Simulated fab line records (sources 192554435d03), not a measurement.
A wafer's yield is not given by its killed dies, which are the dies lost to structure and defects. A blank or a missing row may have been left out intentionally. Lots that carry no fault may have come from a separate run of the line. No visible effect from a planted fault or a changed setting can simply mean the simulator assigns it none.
Matching of chambers || flow n5-finfet || N5_HKMG_FIN_ALD_21 on ald-metal-03: 4 sister chambers
The step deposits TiN, target thk 1.5 nm, pulse time 1 s, purge time 3 s. 8 wafers are shown with their chamber, then 12 later ones without.

WAFERS, EACH WITH ITS CHAMBER
{"wafer": "L085.1", "chamber": 0, "heater-power-w (W)": 799, "precursor-pulse-height-rel": 0.991}
{"wafer": "L085.5", "chamber": 3, "heater-power-w (W)": 750, "precursor-pulse-height-rel": 1.026}
{"wafer": "L087.4", "chamber": 2, "heater-power-w (W)": 861, "precursor-pulse-height-rel": 1.027}
{"wafer": "L087.5", "chamber": 2, "heater-power-w (W)": 868, "precursor-pulse-height-rel": 1.008}
{"wafer": "L087.6", "chamber": 1, "heater-power-w (W)": 939, "precursor-pulse-height-rel": 1.008}
{"wafer": "L089.2", "chamber": 0, "heater-power-w (W)": 783, "precursor-pulse-height-rel": 1.003}
{"wafer": "L089.3", "chamber": 1, "heater-power-w (W)": 942, "precursor-pulse-height-rel": 1.046}
{"wafer": "L089.6", "chamber": 3, "heater-power-w (W)": 736, "precursor-pulse-height-rel": 0.966}

WAFERS WITHOUT THEIR CHAMBER
{"wafer": "L091.1", "heater-power-w (W)": 752, "precursor-pulse-height-rel": 0.993}
{"wafer": "L091.4", "heater-power-w (W)": 799, "precursor-pulse-height-rel": 0.999}
{"wafer": "L091.5", "heater-power-w (W)": 742, "precursor-pulse-height-rel": 1.016}
{"wafer": "L092.1", "heater-power-w (W)": 776, "precursor-pulse-height-rel": 1.015}
{"wafer": "L092.2", "heater-power-w (W)": 838, "precursor-pulse-height-rel": 0.974}
{"wafer": "L092.4", "heater-power-w (W)": 754, "precursor-pulse-height-rel": 0.986}
{"wafer": "L093.1", "heater-power-w (W)": 745, "precursor-pulse-height-rel": 1.043}
{"wafer": "L093.3", "heater-power-w (W)": 847, "precursor-pulse-height-rel": 1.013}
{"wafer": "L093.4", "heater-power-w (W)": 799, "precursor-pulse-height-rel": 1.010}
{"wafer": "L096.1", "heater-power-w (W)": 769, "precursor-pulse-height-rel": 0.998}
{"wafer": "L096.2", "heater-power-w (W)": 845, "precursor-pulse-height-rel": 0.989}
{"wafer": "L096.3", "heater-power-w (W)": 971, "precursor-pulse-height-rel": 1.017}

EACH ONE'S CHAMBER
{"wafer": "L091.1", "from the rows above": 3, "in truth": 3}
{"wafer": "L091.4", "from the rows above": 0, "in truth": 0}
{"wafer": "L091.5", "from the rows above": 3, "in truth": 3}
{"wafer": "L092.1", "from the rows above": 0, "in truth": 0}
{"wafer": "L092.2", "from the rows above": 2, "in truth": 2}
{"wafer": "L092.4", "from the rows above": 3, "in truth": 3}
{"wafer": "L093.1", "from the rows above": 3, "in truth": 3}
{"wafer": "L093.3", "from the rows above": 2, "in truth": 2}
{"wafer": "L093.4", "from the rows above": 0, "in truth": 0}
{"wafer": "L096.1", "from the rows above": "can't be placed: 0 or 3", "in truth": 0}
{"wafer": "L096.2", "from the rows above": 2, "in truth": 2}
{"wafer": "L096.3", "from the rows above": 1, "in truth": 1}
11 of 12 placed correctly. Unplaceable from these rows: 1, with the true chamber sitting among the candidates in 1. 0 placed wrongly.
How it was worked out, from the rows above alone: a wafer's distance from a chamber is the root of the sum, over the readings, of the square of ((its reading less the chamber's mean) divided by the reading's scatter). If the next closest chamber is less than 2 further off than the closest, the wafer can't be placed; otherwise it belongs to the closest. Each chamber's mean is taken over the wafers shown for it. The scatter is the square root of a quotient: the sum, over the shown wafers, of each reading's squared deviation from its chamber's mean, divided by wafers minus chambers.
